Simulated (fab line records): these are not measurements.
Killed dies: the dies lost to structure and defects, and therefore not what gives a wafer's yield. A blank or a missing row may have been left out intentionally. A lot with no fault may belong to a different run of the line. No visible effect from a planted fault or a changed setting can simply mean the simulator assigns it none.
Which of the tools did it? | flow nandHarc | 12 lots, 36 wafers sampled, at 6 steps of a route of 1159

## WHAT THE GAUGES READ, wafer by wafer
NHARC_A_SLIT_CD_MEAS_21. Usual: cdNm at 289.3 nm, with a standard deviation of 0.8.
lot  | measured     | on       | cdNm (nm)         | flag
L396 | day 14 14:57 | cdSem-03 | 289.2 290.5 289.5 | 
L398 | day 15 02:27 | cdSem-01 | 289.0 289.0 288.8 | 
L401 | day 15 10:43 | cdSem-02 | 288.9 289.0 288.7 | 
L404 | day 16 11:52 | cdSem-02 | 289.7 290.0 290.0 | 
L403 | day 16 12:04 | cdSem-02 | 289.0 289.5 290.0 | 
L405 | day 17 03:53 | cdSem-01 | 289.3 289.7 289.3 | 
L410 | day 17 19:20 | cdSem-01 | 286.8 286.9 287.1 | 
L411 | day 18 15:34 | cdSem-02 | 289.8 289.1 289.6 | 
L409 | day 18 16:34 | cdSem-02 | 290.2 289.5 289.4 | 
L418 | day 20 03:20 | cdSem-01 | 289.1 288.9 288.9 | 
L417 | day 20 04:58 | cdSem-03 | 288.9 288.9 289.0 | 
L419 | day 20 12:07 | cdSem-01 | 290.3 290.2 290.0 | 

NHARC_A_WL_FILL_INSPECT_15. Usual: rawDefectCount at 406, with a standard deviation of 130.
lot  | measured     | on               | rawDefectCount                | flag
L396 | day 16 05:53 | defectInspect-01 | 261 292 296                   | 
L398 | day 16 22:29 | defectInspect-02 | 644 624 619                   | 
L401 | day 16 22:13 | defectInspect-01 | 443 393 599                   | 
L404 | day 18 04:48 | defectInspect-01 | 437 525 533                   | 
L403 | day 18 04:13 | defectInspect-01 | 363 304 413                   | 
L405 | day 18 16:04 | defectInspect-01 | 419 455 470                   | 
L410 | day 19 08:38 | defectInspect-02 | 372 316 686                   | 
L411 | day 20 03:01 | defectInspect-01 | 1310 1667 1606 1340 1669 1585 | OFF
L409 | day 20 01:25 | defectInspect-01 | 1304 1487 1471 1316 1460 1462 | OFF
L418 | day 21 15:31 | defectInspect-01 | 300 551 633                   | 
L417 | day 21 15:07 | defectInspect-02 | 305 266 288                   | 
L419 | day 22 02:14 | defectInspect-02 | 381 339 397                   | 

NHARC_END_SORT_01. Usual: defectLimitedYield 95.6 %, standard deviation 1.3; killedAtArray 26, standard deviation 8.6; killedAtOther 0.7, standard deviation 0.97; killedAtPeriphery 3.2, standard deviation 2.2; killedDies 30, standard deviation 8.9; killedOpen 3.1, standard deviation 1.8; killedShort 2.2, standard deviation 1.8; sort_bin_2_pct 1.4 %, standard deviation 0.58; sort_bin_3_pct 0.24 %, standard deviation 0.18; sort_bin_4_pct 2.8 %, standard deviation 0.9; sortNPass 647, standard deviation 8.9; sortRimYieldPct 95.5 %, standard deviation 2.5; sortYieldPct 95.6 %, standard deviation 1.3.
lot  | measured     | on        | defectLimitedYield (%) | killedAtArray | killedAtOther | killedAtPeriphery | killedDies | killedOpen | killedShort | sort_bin_2_pct (%) | sort_bin_3_pct (%) | sort_bin_4_pct (%) | sortNPass   | sortRimYieldPct (%) | sortYieldPct (%) | flag
L396 | day 19 10:24 | prober-01 | 95.4 95.6 95.3         | 29 26 30      | 1 0 1         | 1 4 1             | 31 30 32   | 2 4 1      | 1 2 1       | 1.2 1.5 1.5        | 0 0.30 0.30        | 3.4 2.7 3.0        | 646 647 645 | 91.5 97.2 97.2      | 95.4 95.6 95.3   | 
L398 | day 20 16:17 | prober-02 | 96.2 95.4 94.5         | 25 23 31      | 0 0 0         | 1 8 6             | 26 31 37   | 2 7 2      | 1 2 5       | 1.2 1.8 1.3        | 0.30 0 0.30        | 2.4 2.8 3.8        | 651 646 640 | 96.2 95.3 98.1      | 96.2 95.4 94.5   | 
L401 | day 20 03:07 | prober-01 | 98.1 98.2 96.8         | 11 8 18       | 0 1 1         | 2 3 3             | 13 12 22   | 1 0 4      | 4 4 2       | 0.9 0.7 1.3        | 0.15 0 0.15        | 0.9 1.0 1.8        | 664 665 655 | 99.1 97.2 99.1      | 98.1 98.2 96.8   | 
L404 | day 21 09:51 | prober-01 | 95.9 95.1 95.9         | 26 27 24      | 0 1 1         | 2 5 3             | 28 33 28   | 4 5 4      | 5 4 3       | 1.6 1.2 0.6        | 0.30 0 0           | 2.2 3.7 3.5        | 649 644 649 | 96.2 94.3 97.2      | 95.9 95.1 95.9   | 
L403 | day 21 10:40 | prober-02 | 95.7 95.1 95.1         | 26 30 30      | 0 0 0         | 3 3 3             | 29 33 33   | 1 3 2      | 4 5 7       | 0.7 1.5 1.2        | 0.30 0.30 0.15     | 3.2 3.1 3.5        | 648 644 644 | 95.3 93.4 92.5      | 95.7 95.1 95.1   | 
L405 | day 21 21:32 | prober-01 | 96.2 93.9 95.3         | 19 31 27      | 3 6 1         | 4 4 4             | 26 41 32   | 2 3 2      | 3 0 1       | 1.0 1.6 1.5        | 0.44 0.15 0.15     | 2.4 4.3 3.1        | 651 636 645 | 95.3 92.5 91.5      | 96.2 93.9 95.3   | 
L410 | day 22 09:46 | prober-02 | 91.3 93.6 93.1         | 59 42 45      | 0 1 0         | 0 0 2             | 59 43 47   | 8 2 5      | 0 1 3       | 2.2 1.8 2.1        | 0.44 0.30 0.59     | 6.1 4.3 4.3        | 618 634 630 | 91.5 97.2 87.7      | 91.3 93.6 93.1   | 
L418 | day 24 20:26 | prober-02 | 97.3 96.3 97.0         | 17 20 19      | 0 0 0         | 1 5 1             | 18 25 20   | 5 4 2      | 0 1 3       | 0.6 0.6 1.5        | 0.15 0 0.44        | 1.9 3.1 1.0        | 659 652 657 | 98.1 97.2 97.2      | 97.3 96.3 97.0   | 
L417 | day 24 15:41 | prober-01 | 96.8 96.3 97.0         | 16 23 18      | 0 1 0         | 6 1 2             | 22 25 20   | 5 2 3      | 0 1 5       | 1.0 0.6 0.9        | 0.15 0.44 0.15     | 2.1 2.7 1.9        | 655 652 657 | 97.2 96.2 98.1      | 96.8 96.3 97.0   | 
L419 | day 25 04:28 | prober-01 | 97.9 97.9 97.3         | 11 9 14       | 0 1 2         | 3 4 2             | 14 14 18   | 1 1 8      | 2 2 2       | 0.4 0.3 1.0        | 0.15 0.15 0        | 1.5 1.6 1.6        | 663 663 659 | 96.2 96.2 99.1      | 97.9 97.9 97.3   | 

## WHAT TOOL EACH LOT RAN ON (gives the tool, then ch and the chambers of the sampled wafers, and finally the start)
lot  | NHARC_A_WL_FILL_ALD_00          | NHARC_A_WL_FILL_ETCHBACK_05      | NHARC_A_WL_FILL_CMP_12
L396 | aldHk-01 ch 0,2,3, day 14 21:07 | rieMetal-03 ch 0,1, day 15 01:34 | cmp-02 ch 1,3, day 16 05:25
L398 | aldHk-03 ch 1,2,3, day 15 10:22 | rieMetal-01 ch 0,1, day 15 16:31 | cmp-01 ch 1,2,3, day 16 22:04
L401 | aldHk-04 ch 2,3, day 15 17:51   | rieMetal-01 ch 0,1, day 15 22:19 | cmp-01 ch 1,2,3, day 16 21:47
L404 | aldHk-04 ch 0,1, day 16 19:47   | rieMetal-01 ch 0,1, day 17 09:03 | cmp-03 ch 2,3, day 18 04:19
L403 | aldHk-04 ch 0,1,2, day 16 19:40 | rieMetal-03 ch 0,1, day 17 06:12 | cmp-01 ch 0,1,2, day 18 03:49
L405 | aldHk-03 ch 0,1,3, day 17 10:04 | rieMetal-03 ch 0,1, day 17 14:38 | cmp-01 ch 0,1,2, day 18 15:36
L410 | aldHk-04 ch 0,1,2, day 18 03:09 | rieMetal-02 ch 0,1, day 18 08:47 | cmp-02 ch 0,1, day 19 08:10
L411 | aldHk-01 ch 0,3, day 18 23:26   | rieMetal-01 ch 0,1, day 19 03:53 | cmp-01 ch 0,2, day 20 02:31
L409 | aldHk-04 ch 0,1,3, day 18 23:29 | rieMetal-02 ch 0, day 19 03:54   | cmp-01 ch 0,3, day 20 00:58
L418 | aldHk-03 ch 0,1,2, day 20 11:06 | rieMetal-03 ch 0,1, day 20 15:34 | cmp-02 ch 0,1,2, day 21 15:02
L417 | aldHk-01 ch 0,1,3, day 20 11:06 | rieMetal-01 ch 0,1, day 20 16:04 | cmp-03 ch 0,2,3, day 21 14:40
L419 | aldHk-01 ch 0,2,3, day 20 19:55 | rieMetal-01 ch 0,1, day 21 00:30 | cmp-02 ch 0,1,2, day 22 01:45
- NHARC_A_WL_FILL_ALD_00: deposits Al2O3, target thk 3 nm, pulse time 3 s, ald cycles 30.
- NHARC_A_WL_FILL_ETCHBACK_05: etches the open film in Cl2/BCl3, target depth 22 nm, time 60 s.
- NHARC_A_WL_FILL_CMP_12: polishes, t overpolish 30 s, target thk 75 nm.

## AS READ BY THE TOOLS THEMSELVES (means over the sampled wafers that have a number; for cases with no such wafer, the mark the record gives instead)
NHARC_A_WL_FILL_ALD_00. Usual: heaterPowerW 461 W, standard deviation 60; precursorPulseHeightRel 0.999, standard deviation 0.018.
lot  | tool     | heaterPowerW (W) | precursorPulseHeightRel | flag
L396 | aldHk-01 | 440              | 1.014                   | 
L398 | aldHk-03 | 414              | 0.988                   | 
L401 | aldHk-04 | 537              | 0.988                   | 
L404 | aldHk-04 | 536              | 1.010                   | 
L403 | aldHk-04 | 536              | 1.011                   | 
L405 | aldHk-03 | 394              | 0.994                   | 
L410 | aldHk-04 | 538              | 0.999                   | 
L411 | aldHk-01 | 453              | 0.997                   | 
L409 | aldHk-04 | 551              | 0.995                   | 
L418 | aldHk-03 | 411              | 0.979                   | 
L417 | aldHk-01 | 443              | 1.013                   | 
L419 | aldHk-01 | 446              | 1.012                   | 

NHARC_A_WL_FILL_ETCHBACK_05. Usual: drypumpMotorCurrentA 5.7 A, standard deviation 0.49; heBacksideLeakSccm 3.36 sccm, standard deviation 0.17; oesProductAu 0.999 a.u., standard deviation 0.0077.
lot  | tool        | drypumpMotorCurrentA (A) | heBacksideLeakSccm (sccm) | oesProductAu (a.u.) | flag
L396 | rieMetal-03 | 6.0                      | 3.53                      | 0.996               | 
L398 | rieMetal-01 | 5.8                      | 3.20                      | 0.997               | 
L401 | rieMetal-01 | 5.9                      | 3.28                      | 0.995               | 
L404 | rieMetal-01 | 5.9                      | 3.27                      | 0.999               | 
L403 | rieMetal-03 | 6.0                      | 3.24                      | 1.007               | 
L405 | rieMetal-03 | 6.1                      | 3.43                      | 0.995               | 
L410 | rieMetal-02 | 5.3                      | 3.41                      | 1.003               | 
L411 | rieMetal-01 | 5.8                      | 3.27                      | 0.992               | 
L409 | rieMetal-02 | 5.5                      | 3.32                      | 1.007               | 
L418 | rieMetal-03 | 6.0                      | 3.44                      | 1.007               | 
L417 | rieMetal-01 | 5.8                      | 3.32                      | 0.989               | 
L419 | rieMetal-01 | 5.8                      | 3.33                      | 0.991               | 

NHARC_A_WL_FILL_CMP_12. Usual: motorCurrentA 12.3 A, standard deviation 1.3; overpolishRunS 30.001 s, standard deviation 0.0086; timeToEndpointS 14.9 s, standard deviation 2.
lot  | tool   | motorCurrentA (A) | overpolishRunS (s) | timeToEndpointS (s) | flag
L396 | cmp-02 | 12.4              | 30.002             | 12.2                | 
L398 | cmp-01 | 12.9              | 29.999             | 16.9                | 
L401 | cmp-01 | 12.6              | 30.002             | 14.9                | 
L404 | cmp-03 | 11.6              | 30.002             | 14.7                | 
L403 | cmp-01 | 13.3              | 30.005             | 14.0                | 
L405 | cmp-01 | 13.4              | 30.008             | 13.7                | 
L410 | cmp-02 | 12.7              | 29.998             | 17.0                | 
L411 | cmp-01 | 12.7              | 30.005             | 14.0                | 
L409 | cmp-01 | 12.2              | 29.998             | 17.3                | 
L418 | cmp-02 | 12.1              | 30.009             | 13.9                | 
L417 | cmp-03 | 11.5              | 29.998             | 17.0                | 
L419 | cmp-02 | 12.2              | 30.003             | 14.4                | 

## THE ANSWER, worked out from the rows above alone
Rule: lot off if the mean of its wafers having a number is beyond 3 standard deviations from the usual mean. A lot without any number at a reading at which 4 lots or more have one is off too. Where the step has rows for the other lots, those lots are counted as sound. First the gauges in route order, then the tools' own readings, where a lot's mean is used as printed above. At the first step where some lot is off, the reading lying furthest off is the one used; lots without a number count as furthest.
Off at NHARC_A_WL_FILL_INSPECT_15 (rawDefectCount): L411, L409.
A tool fits if, at a process step before that reading, it ran every lot that is off, and no sound lot after the first of them. Those tools and the gauges at NHARC_A_WL_FILL_INSPECT_15 are tried in the same way. One fits: NHARC_A_WL_FILL_CMP_12 on cmp-01. A fault onset in the window from L405 (day 18 15:36, its last sound lot) to L409 (day 20 00:58, its first lot off) fits.

## WHAT HAD BEEN PUT IN BY THE SIMULATOR
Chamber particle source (cmp-01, NHARC_A_WL_FILL_CMP_12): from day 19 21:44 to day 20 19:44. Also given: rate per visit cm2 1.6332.
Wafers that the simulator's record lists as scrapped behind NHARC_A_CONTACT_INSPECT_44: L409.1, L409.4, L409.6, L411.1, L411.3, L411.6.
Struck lots among those shown: L411, L409. The rule above found the same.
